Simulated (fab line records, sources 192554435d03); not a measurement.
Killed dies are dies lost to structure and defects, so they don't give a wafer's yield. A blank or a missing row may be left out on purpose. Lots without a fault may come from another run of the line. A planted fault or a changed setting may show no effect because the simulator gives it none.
Chamber matching | flow n5_finfet | N5_FIN_SAQP_SPACER2_ALD_28 on ald_sin-01: 4 sister chambers
The step deposits SiO2, target thk 8.1 nm, pulse time 1 s, purge time 2 s. 18 wafers are shown with their chamber, then 9 later ones without.

WAFERS WITH THEIR CHAMBER
wafer  | chamber | heater_power_w (W) | precursor_pulse_height_rel
L074.2 | 1       | 462                | 1.008
L074.4 | 3       | 356                | 0.995
L074.5 | 3       | 347                | 0.962
L075.1 | 1       | 472                | 0.982
L075.3 | 2       | 455                | 0.977
L075.5 | 3       | 348                | 1.017
L083.1 | 1       | 468                | 1.046
L083.2 | 3       | 347                | 0.963
L083.3 | 2       | 467                | 0.953
L084.1 | 3       | 340                | 0.974
L084.3 | 2       | 462                | 0.978
L084.6 | 2       | 461                | 1.009
L085.1 | 1       | 489                | 0.952
L085.2 | 2       | 468                | 0.978
L085.6 | 3       | 351                | 0.989
L086.4 | 2       | 473                | 0.988
L086.5 | 0       | 390                | 1.012
L086.6 | 1       | 470                | 0.997

SIGNATURES (means of the wafers above)
reading                    | chamber 0 | chamber 1 | chamber 2 | chamber 3 | scatter within a chamber
heater_power_w             | 390.00    | 472.20    | 464.33    | 348.17    | 7.3
precursor_pulse_height_rel | 1.01200   | 0.99700   | 0.98050   | 0.98333   | 0.0249
Rule: a wafer's distance from a chamber is the root of the sum, over the readings, of the square of ((its reading less the chamber's mean) divided by the reading's scatter). The wafer belongs to the nearest chamber; if the next one is less than 2 further off, it can't be placed. The scatter: the root of (the sum of the squares of (reading less its chamber's mean) over the shown wafers, divided by (wafers less chambers)).

WAFERS WITHOUT THEIR CHAMBER
wafer  | heater_power_w (W) | precursor_pulse_height_rel
L088.2 | 352                | 1.006
L088.3 | 476                | 0.980
L088.6 | 346                | 0.998
L091.1 | 392                | 1.004
L091.3 | 462                | 0.979
L091.4 | 396                | 1.006
L095.1 | 396                | 1.005
L095.3 | 469                | 1.024
L095.4 | 477                | 0.972

WHICH CHAMBER EACH WENT THROUGH
wafer  | from the rows above     | in truth
L088.2 | 3                       | 3
L088.3 | can't be placed: 1 or 2 | 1
L088.6 | 3                       | 3
L091.1 | 0                       | 0
L091.3 | can't be placed: 2 or 1 | 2
L091.4 | 0                       | 0
L095.1 | 0                       | 0
L095.3 | can't be placed: 1 or 2 | 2
L095.4 | can't be placed: 1 or 2 | 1
Placed correctly: 5 of 9. Can't be placed from these rows: 4 (the true chamber is among the candidates in 4). Placed wrongly: 0.
